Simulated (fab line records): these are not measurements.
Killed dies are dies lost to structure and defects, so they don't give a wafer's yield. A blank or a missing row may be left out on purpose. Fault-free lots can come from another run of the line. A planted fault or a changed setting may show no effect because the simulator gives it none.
Lot-split experiment -- flow n5-finfet -- 21 wafers read from 7 lots, route of 1938 steps

## SPLIT DETAILS
At N5_BEOL_M9_EXPOSE_08 (exposes mask M9), the setting dose-mj was moved away from the recipe's 53.75 on 6 of the 21 wafers read, by -6.9% to +6.3%. All remaining wafers had this setting at the recipe value.

## FROM THE SPLIT TO THE READING: what the file shows between them, 15 steps
- N5_BEOL_M9_PEB_09: peb time 60 s
- N5_BEOL_M9_DEVELOP_10: develop time 30 s
- N5_BEOL_M9_CD_MEAS_11: target cd 64.1 nm
- N5_BEOL_M9_DESCUM_16: chemistry O2, time 7.9 s
- N5_BEOL_M9_ETCH_61: etches SiARC in CF4, target depth 39 nm, time 65 s
- N5_BEOL_M9_ETCH_62: etches SOC in N2/H2, target depth 110 nm, overetch 22 nm, time 165 s
- N5_BEOL_M9_STRIP_68: strips in N2/H2
- N5_BEOL_M9_STRIP_67: strips in CF4
- N5_BEOL_M9_HM_OPEN_17: chemistry Cl2/BCl3, target TiN, target depth 20 nm, overetch 6 nm
- N5_BEOL_M9_STRIP_19: strips in O2
- N5_BEOL_M9_CD_MEAS_18: pitch 140 nm, target cd 70 nm
- N5_BEOL_M9_COAT_63: time 60 s, resist thk 60 nm
- N5_BEOL_M9_COAT_64: time 60 s, resist thk 12 nm
- N5_BEOL_M9_PRECLEAN_42: cleans in residue remover, time 60 s
- N5_BEOL_M9_SRD_43: time 30 s

## THE READING
cd-nm, in nm, at N5_BEOL_M9_CD_MEAS_35 (target cd 70 nm, target cd y 40 nm). On this fab line, fault-free wafers typically give 69.7 nm with a standard deviation of 0.64 nm.

wafer,"tool, chamber at the split",dose-mj as run,against the recipe,"cd-nm, nm",against lot-mates on the recipe
L081.3,"arfi-scanner-01, 0",53.75,recipe,68.4,-
L081.4,"arfi-scanner-01, 0",53.75,recipe,69.4,-
L081.5,"arfi-scanner-01, 0",53.75,recipe,70.0,-
L082.1,"arfi-scanner-01, 0",52.58,-2.2%,69.2,-1.8
L082.2,"arfi-scanner-01, 0",52.58,-2.2%,69.9,-1.1
L082.5,"arfi-scanner-01, 0",53.75,recipe,71.0,-
L087.3,"arfi-scanner-01, 0",53.75,recipe,69.4,-
L087.4,"arfi-scanner-01, 0",53.75,recipe,70.6,-
L087.5,"arfi-scanner-01, 0",53.75,recipe,70.9,-
L091.2,"arfi-scanner-03, 0",53.75,recipe,69.6,-
L091.5,"arfi-scanner-03, 0",53.75,recipe,69.7,-
L091.6,"arfi-scanner-03, 0",57.16,+6.3%,74.2,+4.5
L089.2,"arfi-scanner-01, 0",55.21,+2.7%,71.3,+1.5
L089.4,"arfi-scanner-01, 0",55.21,+2.7%,71.0,+1.2
L089.6,"arfi-scanner-01, 0",53.75,recipe,69.8,-
L093.1,"arfi-scanner-03, 0",53.75,recipe,71.0,-
L093.3,"arfi-scanner-03, 0",53.75,recipe,70.4,-
L093.5,"arfi-scanner-03, 0",53.75,recipe,70.4,-
L097.1,"arfi-scanner-03, 0",50.06,-6.9%,65.3,-4.1
L097.5,"arfi-scanner-03, 0",53.75,recipe,69.2,-
L097.6,"arfi-scanner-03, 0",53.75,recipe,69.6,-

THE FIT
A straight line over all 21 wafers: cd-nm changes by +0.601 nm for each +1% of dose-mj; r = +0.89; the points scatter about the line by 0.75 nm.
The same after taking each lot's own level away (the mean of its wafers on the recipe; 21 wafers): +0.633 nm for each +1%; r = +0.96; scatter 0.45 nm.
That fit puts the effect of the largest move of dose-mj on the reading at 4.3 nm.
Measured against the standard deviation above, the lots' own levels, which go from 69.27 to 71.00 nm, span 2.7 times it.
The two slopes agree, so the slope changes little with the lot-to-lot level.
Check: with one of the wafers moved furthest among these (-6.9%) left out of the fit, the line predicts -4.58 nm for it against its lot-mates. Against them it came out at -4.1 nm.

## FURTHER SPLITS ON THESE WAFERS
Other splits were also applied to these wafers ahead of the reading. Each is held against what the fit with the lots' levels taken away leaves over:
other split on the same wafers,wafers away from the commonest value,r with cd-nm (lot level and that fit taken away)
N5_BEOL_M8_COAT_22 spin-rpm,4,-0.12

## THE WHOLE CHAIN: every reading that the file lists as answering this split, in the file's order
step,what it does,reading,change (the file's fit),r (the file's)
N5_BEOL_M9_CD_MEAS_11,target cd 64.1 nm,cd-nm,+0.602 nm for each +1% of the setting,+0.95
N5_BEOL_M9_ETCH_61,"etches SiARC in CF4, target depth 39 nm, time 65 s","BEOL_M9.cd-offset-nm (the simulator's own value, which no gauge read)",+0.628 nm for each +1% of the setting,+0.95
N5_BEOL_M9_ETCH_62,"etches SOC in N2/H2, target depth 110 nm, overetch 22 nm, time 165 s","BEOL_M9.cd-offset-nm (the simulator's own value, which no gauge read)",+0.592 nm for each +1% of the setting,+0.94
N5_BEOL_M9_HM_OPEN_17,"chemistry Cl2/BCl3, target TiN, target depth 20 nm, overetch 6 nm","BEOL_M9.cd-offset-nm (the simulator's own value, which no gauge read)",+0.618 nm for each +1% of the setting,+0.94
N5_BEOL_M9_CD_MEAS_18,"pitch 140 nm, target cd 70 nm",cd-nm,+0.611 nm for each +1% of the setting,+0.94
N5_BEOL_M9_CD_MEAS_35,"target cd 70 nm, target cd y 40 nm",cd-nm,+0.644 nm for each +1% of the setting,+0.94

## THE FILE'S OWN FIT
cd-nm changes by +0.644 nm for each +1% of dose-mj, r = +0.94.
